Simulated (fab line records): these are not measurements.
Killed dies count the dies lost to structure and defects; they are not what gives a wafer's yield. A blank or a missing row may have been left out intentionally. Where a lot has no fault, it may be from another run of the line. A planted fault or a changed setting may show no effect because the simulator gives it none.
Which of the tools did it? ; flow nandHarc ; 72 wafers from 24 lots sampled at 5 of the route's 1159 steps

== WHAT EACH GAUGE READ, for each wafer ==
NHARC_P_CONTACT_INSPECT_14. Usual: rawDefectCount at 4.0, with a standard deviation of 2.6.
lot;measured;on;rawDefectCount;flag
L074;day 5 07:37;defectInspect-01;3 2 4;
L075;day 5 20:24;defectInspect-02;2 4 2;
L076;day 5 21:05;defectInspect-01;8 4 2;
L077;day 6 03:26;defectInspect-02;0 3 1;
L078;day 6 23:46;defectInspect-01;4 7 7;
L079;day 7 02:18;defectInspect-02;6 5 7;
L080;day 7 10:58;defectInspect-01;5 2 3;
L081;day 7 13:14;defectInspect-02;5 3 6;
L082;day 7 17:38;defectInspect-02;5 3 5;
L083;day 7 17:44;defectInspect-01;3 1 0;
L084;day 8 03:49;defectInspect-02;5 2 2;
L085;day 8 19:20;defectInspect-01;2 0 0;
L086;day 9 01:20;defectInspect-02;3 3 8;
L087;day 8 19:00;defectInspect-01;2 1 4;
L088;day 8 19:49;defectInspect-02;3 4 3;
L089;day 9 15:25;defectInspect-01;4 2 3;
L090;day 9 13:35;defectInspect-01;12 11 10;
L091;day 9 21:51;defectInspect-02;9 2 5;
L092;day 10 00:46;defectInspect-01;3 3 4;
L093;day 10 01:35;defectInspect-01;3 6 2;
L094;day 10 13:35;defectInspect-02;2 3 6;
L095;day 10 17:27;defectInspect-01;8 4 4;
L096;day 11 01:12;defectInspect-01;2 7 9;
L097;day 11 00:29;defectInspect-01;1 1 6;

NHARC_P_M0_THK_MEAS_24: measures by xrf. Usual: thkNm at 117.3 nm, with a standard deviation of 1.3.
lot;measured;on;thkNm (nm);flag
L074;day 5 14:20;filmMetro-02;116.5 118.3 114.9;
L075;day 6 08:34;filmMetro-01;118.5 115.0 117.5;
L076;day 6 09:14;filmMetro-01;117.7 116.4 117.0;
L077;day 6 10:15;filmMetro-02;116.4 115.6 119.9;
L078;day 7 06:55;filmMetro-02;118.5 117.6 114.5;
L079;day 7 08:48;filmMetro-01;116.5 118.0 116.8;
L080;day 7 18:42;filmMetro-02;116.2 116.5 116.7;
L081;day 7 23:33;filmMetro-01;116.5 115.0 116.2;
L082;day 8 05:56;filmMetro-01;114.5 115.9 117.1;
L083;day 8 06:20;filmMetro-01;118.3 118.5 117.8;
L084;day 8 10:43;filmMetro-02;117.3 115.3 116.3;
L085;day 9 02:16;filmMetro-01;116.6 116.4 119.5;
L086;day 9 13:40;filmMetro-02;115.8 119.7 117.5;
L087;day 9 01:41;filmMetro-02;118.7 117.2 116.6;
L088;day 9 05:40;filmMetro-02;115.0 115.8 116.8;
L089;day 10 01:26;filmMetro-02;118.7 117.1 117.6;
L090;day 10 00:47;filmMetro-02;118.0 116.6 118.7;
L091;day 10 08:29;filmMetro-02;116.3 118.9 117.9;
L092;day 10 09:33;filmMetro-01;114.1 117.5 117.8;
L093;day 10 10:01;filmMetro-01;118.5 119.8 116.7;
L094;day 10 21:52;filmMetro-02;117.9 118.1 117.5;
L095;day 11 00:00;filmMetro-02;118.8 116.4 117.8;
L096;day 11 08:20;filmMetro-01;117.5 116.1 116.8;
L097;day 11 08:02;filmMetro-01;115.8 116.1 116.0;

== EACH LOT AND THE TOOL THAT RAN IT (in order: tool; ch and the chambers of the sampled wafers; start) ==
lot;NHARC_P_ZERO_WELL_DESCUM_13;NHARC_P_GATE_ALD_36;NHARC_P_GATE_STRIP_95
L074;rieDiel-13 ch 0,1, day 1 13:18;aldSin-01 ch 1,2,3, day 4 15:08;plasmaAsher-02 ch 0,1, day 5 04:04
L075;rieDiel-08 ch 1,2,3, day 1 19:26;aldSin-04 ch 0,2, day 5 01:17;plasmaAsher-02 ch 0,1, day 5 16:43
L076;rieDiel-13 ch 2,3, day 2 01:24;aldSin-01 ch 0,1,2, day 5 04:58;plasmaAsher-01 ch 0,1, day 5 17:23
L077;rieDiel-08 ch 0,1,3, day 2 07:24;aldSin-02 ch 0,1,2, day 5 10:46;plasmaAsher-01 ch 0,1, day 5 23:55
L078;rieDiel-08 ch 0,1,3, day 2 13:24;aldSin-04 ch 0,1,2, day 6 05:53;plasmaAsher-02 ch 0,1, day 6 20:01
L079;rieDiel-11 ch 0,1,3, day 2 19:19;aldSin-01 ch 1,3, day 6 07:29;plasmaAsher-01 ch 0,1, day 6 22:43
L080;rieDiel-13 ch 1,3, day 3 01:16;aldSin-04 ch 1,2,3, day 6 17:02;plasmaAsher-02 ch 0, day 7 07:17
L081;rieDiel-13 ch 1,3, day 3 07:25;aldSin-02 ch 1,2, day 6 18:38;plasmaAsher-01 ch 0, day 7 09:38
L082;rieDiel-13 ch 1,2,3, day 3 13:24;aldSin-01 ch 0,1,2, day 6 22:08;plasmaAsher-02 ch 0,1, day 7 13:53
L083;rieDiel-13 ch 0,2,3, day 3 19:29;aldSin-04 ch 2,3, day 6 23:55;plasmaAsher-01 ch 0,1, day 7 14:10
L084;rieDiel-13 ch 2,3, day 4 01:18;aldSin-02 ch 0,1,2, day 7 10:13;plasmaAsher-02 ch 0,1, day 8 00:21
L085;rieDiel-13 ch 0,1,2, day 4 07:17;aldSin-04 ch 0,2,3, day 8 02:25;plasmaAsher-02 ch 0,1, day 8 15:48
L086;rieDiel-08 ch 2,3, day 4 13:24;aldSin-01 ch 0,1, day 8 07:40;plasmaAsher-01 ch 0,1, day 8 21:48
L087;rieDiel-08 ch 0,1,2, day 4 19:46;aldSin-01 ch 0,3, day 8 00:14;plasmaAsher-01 ch 0,1, day 8 15:26
L088;rieDiel-08 ch 0,1,2, day 5 01:24;aldSin-02 ch 1,2,3, day 8 00:38;plasmaAsher-01 ch 0,1, day 8 16:13
L089;rieDiel-11 ch 0,3, day 5 07:19;aldSin-01 ch 0,1, day 8 19:01;plasmaAsher-02 ch 0, day 9 11:43
L090;rieDiel-08 ch 0,3, day 5 13:21;aldSin-02 ch 1,2,3, day 8 21:01;plasmaAsher-01 ch 0,1, day 9 10:03
L091;rieDiel-08 ch 1,2,3, day 5 19:16;aldSin-02 ch 0,1,3, day 9 02:31;plasmaAsher-02 ch 0,1, day 9 18:12
L092;rieDiel-11 ch 0,1,3, day 6 01:29;aldSin-04 ch 1,2,3, day 9 06:04;plasmaAsher-01 ch 0,1, day 9 21:17
L093;rieDiel-13 ch 0,1,3, day 6 07:16;aldSin-01 ch 0,1,3, day 9 08:39;plasmaAsher-02 ch 0,1, day 9 22:04
L094;rieDiel-13 ch 2,3, day 6 13:24;aldSin-02 ch 0,2, day 9 18:37;plasmaAsher-02 ch 0,1, day 10 09:58
L095;rieDiel-08 ch 0,3, day 6 19:26;aldSin-04 ch 0,2,3, day 10 00:46;plasmaAsher-01 ch 0,1, day 10 13:53
L096;rieDiel-08 ch 1,2, day 7 01:24;aldSin-02 ch 1,2, day 10 06:59;plasmaAsher-01 ch 0,1, day 10 21:34
L097;rieDiel-13 ch 0,1,3, day 7 07:23;aldSin-01 ch 2,3, day 10 05:47;plasmaAsher-02 ch 0,1, day 10 20:56
- NHARC_P_ZERO_WELL_DESCUM_13: chemistry O2, time 3 s.
- NHARC_P_GATE_ALD_36: deposits SiNx, target thk 20 nm, pulse time 60 s, ald cycles 223.
- NHARC_P_GATE_STRIP_95: strips in O2.

== WHAT THE TOOLS THEMSELVES READ (means of the sampled wafers that have a number; where no wafer has one, the mark that the record gives instead) ==
NHARC_P_ZERO_WELL_DESCUM_13. Usual: drypumpMotorCurrentA 6.0 A, standard deviation 0.34; oesProductAu 1.002 a.u., standard deviation 0.0069; rfVppV 57.9 V, standard deviation 0.91; showerheadPlenumPTorr 1.91 Torr, standard deviation 0.1; throttleValvePct 11.312 %, standard deviation 0.0089.
lot;tool;drypumpMotorCurrentA (A);oesProductAu (a.u.);rfVppV (V);showerheadPlenumPTorr (Torr);throttleValvePct (%);flag
L074;rieDiel-13;5.7;0.996;57.8;1.83;11.316;
L075;rieDiel-08;6.0;0.999;57.5;1.98;11.314;
L076;rieDiel-13;6.5;1.012;58.2;1.96;11.313;
L077;rieDiel-08;6.1;1.000;57.5;1.98;11.313;
L078;rieDiel-08;6.1;1.004;59.0;1.98;11.310;
L079;rieDiel-11;5.9;1.002;57.9;1.94;11.308;
L080;rieDiel-13;5.9;0.999;57.7;1.88;11.317;
L081;rieDiel-13;5.9;1.002;57.9;1.88;11.314;
L082;rieDiel-13;6.1;1.002;58.0;1.93;11.305;
L083;rieDiel-13;6.3;1.010;57.2;1.91;11.324;
L084;rieDiel-13;6.5;1.008;58.8;1.98;11.307;
L085;rieDiel-13;6.0;1.002;58.2;1.88;11.304;
L086;rieDiel-08;5.8;1.005;57.7;1.90;11.311;
L087;rieDiel-08;5.9;1.008;58.0;1.89;11.315;
L088;rieDiel-08;5.9;1.005;57.7;1.89;11.310;
L089;rieDiel-11;6.2;0.998;57.5;1.91;11.321;
L090;rieDiel-08;5.9;1.005;58.3;1.90;11.307;
L091;rieDiel-08;6.1;1.004;58.1;1.98;11.319;
L092;rieDiel-11;5.9;0.993;58.3;1.94;11.309;
L093;rieDiel-13;6.1;1.002;57.8;1.86;11.308;
L094;rieDiel-13;6.5;0.995;58.2;1.96;11.318;
L095;rieDiel-08;6.0;0.999;57.4;1.99;11.305;
L096;rieDiel-08;6.1;0.993;58.0;1.97;11.298;
L097;rieDiel-13;6.1;1.000;57.9;1.86;11.325;

NHARC_P_GATE_ALD_36. Usual: heaterPowerOuterW 557 W, standard deviation 77; heaterPowerW 902 W, standard deviation 110; precursorPulseHeightRel 1.000, standard deviation 0.019.
lot;tool;heaterPowerOuterW (W);heaterPowerW (W);precursorPulseHeightRel;flag
L074;aldSin-01;574;931;0.988;
L075;aldSin-04;508;840;1.007;
L076;aldSin-01;553;907;0.983;
L077;aldSin-02;565;940;0.975;
L078;aldSin-04;509;833;0.986;
L079;aldSin-01;626;1002;1.002;
L080;aldSin-04;548;864;1.005;
L081;aldSin-02;548;914;0.976;
L082;aldSin-01;545;904;0.982;
L083;aldSin-04;533;886;1.011;
L084;aldSin-02;576;930;1.000;
L085;aldSin-04;491;812;1.019;
L086;aldSin-01;601;935;1.026;
L087;aldSin-01;531;863;0.999;
L088;aldSin-02;599;975;0.990;
L089;aldSin-01;610;927;0.989;
L090;aldSin-02;607;984;0.979;
L091;aldSin-02;563;898;1.004;
L092;aldSin-04;530;863;1.012;
L093;aldSin-01;580;896;1.022;
L094;aldSin-02;640;1023;0.995;
L095;aldSin-04;506;845;0.991;
L096;aldSin-02;621;995;1.014;
L097;aldSin-01;525;911;1.016;

NHARC_P_GATE_STRIP_95. Usual: drypumpMotorCurrentA 6.2 A, standard deviation 0.43; heaterPowerW 329 W, standard deviation 22.
lot;tool;drypumpMotorCurrentA (A);heaterPowerW (W);flag
L074;plasmaAsher-02;5.8;345;
L075;plasmaAsher-02;5.7;326;
L076;plasmaAsher-01;6.6;329;
L077;plasmaAsher-01;6.6;324;
L078;plasmaAsher-02;5.8;347;
L079;plasmaAsher-01;6.6;328;
L080;plasmaAsher-02;5.9;373;
L081;plasmaAsher-01;6.5;326;
L082;plasmaAsher-02;5.8;351;
L083;plasmaAsher-01;6.6;328;
L084;plasmaAsher-02;5.7;324;
L085;plasmaAsher-02;5.8;349;
L086;plasmaAsher-01;6.5;325;
L087;plasmaAsher-01;6.6;325;
L088;plasmaAsher-01;6.6;322;
L089;plasmaAsher-02;5.9;350;
L090;plasmaAsher-01;6.6;331;
L091;plasmaAsher-02;5.7;315;
L092;plasmaAsher-01;6.6;331;
L093;plasmaAsher-02;5.7;316;
L094;plasmaAsher-02;5.8;328;
L095;plasmaAsher-01;6.6;322;
L096;plasmaAsher-01;6.6;330;
L097;plasmaAsher-02;5.7;318;

== THE ANSWER, worked out from the rows above alone ==
Rule: take the mean of a lot's wafers that have a number; if it is more than 3 standard deviations from the usual mean, the lot is off. Also off: a lot with no number at a reading for which 4 or more lots have one. Where the step has rows for the other lots, those lots are counted as sound. First the gauges in route order, then the tools' own readings, where a lot's mean is used as printed above. At the first step where some lot is off, the reading lying furthest off is the one used; lots without a number count as furthest.
Nothing can be told from this: no lot is off at any reading shown.

== WHAT THE SIMULATOR HAD PUT IN ==
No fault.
